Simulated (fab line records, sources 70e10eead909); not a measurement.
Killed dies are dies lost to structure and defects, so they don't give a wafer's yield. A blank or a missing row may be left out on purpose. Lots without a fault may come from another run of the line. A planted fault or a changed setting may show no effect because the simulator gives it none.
A struck lot beside a sound one | flow nand_harc | 16 steps out of a route of 1302
Sound: wafers L941.3, L941.4, L941.6. Struck: wafers L957.3, L957.4, L957.6. The cause comes at the end.
At each step with rows: each side's tool, then ch and its chambers, then its first start. Under that, the readings that differ: sound wafers | struck wafers | difference of the means | sigmas: that difference in standard deviations of wafers without a fault.
alike: readings whose means differ by less than 2 such deviations, and words and numbers that are the same on both sides. not compared: withheld readings, readings that some wafer has no value for, bounds like >300 that may hide the same value, and numbers for which the record gives no deviation and whose values overlap.
The two part at a step that has a row with sigmas, a row that says differs or no value, or rows on one side only. Numbers that don't overlap but have no deviation are shown without sigmas and don't part them. A reading that every wafer of one side lacks parts them only if that side has two wafers or more.

NHARC_A_ONON_D2_THK_MEAS_11: measures by ellipsometry.
  sound on film_metro-02, day 14 03:22; struck on film_metro-01, day 20 23:17
  reading     | sound          | struck        | difference | sigmas
  thk_nm (nm) | 1030 1030 1030 | 999 1001 1000 | -30        | -3
then, 1 step without rows for these wafers: NHARC_A_ONON_D2_DEP_12 (target thk 1000 nm).
NHARC_A_ONON_D2_THK_MEAS_14: measures by ellipsometry.
  sound on film_metro-02, day 14 03:55; struck on film_metro-01, day 20 23:51
  alike: thk_nm
then, 2 steps without rows for these wafers: NHARC_A_ONON_D2_ANNEAL_15 (time 3600 s); NHARC_A_ONON_D2_DEP_16 (target thk 1000 nm).
NHARC_A_ONON_D2_THK_MEAS_18: measures by ellipsometry.
  sound on film_metro-02, day 14 11:20; struck on film_metro-01, day 21 07:53
  reading     | sound          | struck      | difference | sigmas
  thk_nm (nm) | 1017 1017 1017 | 993 994 994 | -23        | -2
then, 1 step without rows for these wafers: NHARC_A_ONON_D2_DEP_19 (target thk 1000 nm).
NHARC_A_ONON_D2_THK_MEAS_21: measures by ellipsometry.
  sound on film_metro-01, day 14 11:54; struck on film_metro-01, day 21 08:27
  alike: thk_nm
then, 1 step without rows for these wafers: NHARC_A_ONON_D2_DEP_22 (target thk 1000 nm).
NHARC_A_ONON_D2_THK_MEAS_24: measures by ellipsometry.
  sound on film_metro-01, day 14 12:29; struck on film_metro-01, day 21 09:01
  alike: thk_nm
then, 1 step without rows for these wafers: NHARC_A_ONON_D2_DEP_25 (target thk 1000 nm).
NHARC_A_ONON_D2_THK_MEAS_27: measures by ellipsometry.
  sound on film_metro-02, day 14 13:04; struck on film_metro-01, day 21 09:35
  alike: thk_nm
NHARC_A_ONON_D2_DEP_28: target thk 1000 nm.
  sound on pecvd_onon-04 ch 0, day 14 13:14; struck on pecvd_onon-03 ch 0, day 21 09:45
  alike: sih4_flow_sccm
NHARC_A_ONON_D2_THK_MEAS_30: measures by ellipsometry.
  sound on film_metro-01, day 14 13:37; struck on film_metro-01, day 21 10:10
  reading     | sound       | struck         | difference | sigmas
  thk_nm (nm) | 986 985 987 | 1554 1553 1553 | +567       | +64
NHARC_A_ONON_D2_DEP_33: deposits SiO2, target thk 200 nm.
  sound on pecvd-03 ch 0,2, day 14 13:43; struck on pecvd-04 ch 0,1,2, day 21 10:16
  alike: heater_power_w, throttle_valve_pct
-- the record jumps here: 11 days lie between the struck wafers' starts before and after (it left off in module A_ONON_D2 and takes up again in module END, whose first step shown is number 1302 of the route) --
NHARC_END_SORT_01:
  the record has rows for the struck wafers here (prober-01 ch 0, day 32 18:49) and none for the sound ones

WHERE THEY PART
First at NHARC_A_ONON_D2_THK_MEAS_11; last, within this record, at NHARC_END_SORT_01.

WHY: what the simulator had put in
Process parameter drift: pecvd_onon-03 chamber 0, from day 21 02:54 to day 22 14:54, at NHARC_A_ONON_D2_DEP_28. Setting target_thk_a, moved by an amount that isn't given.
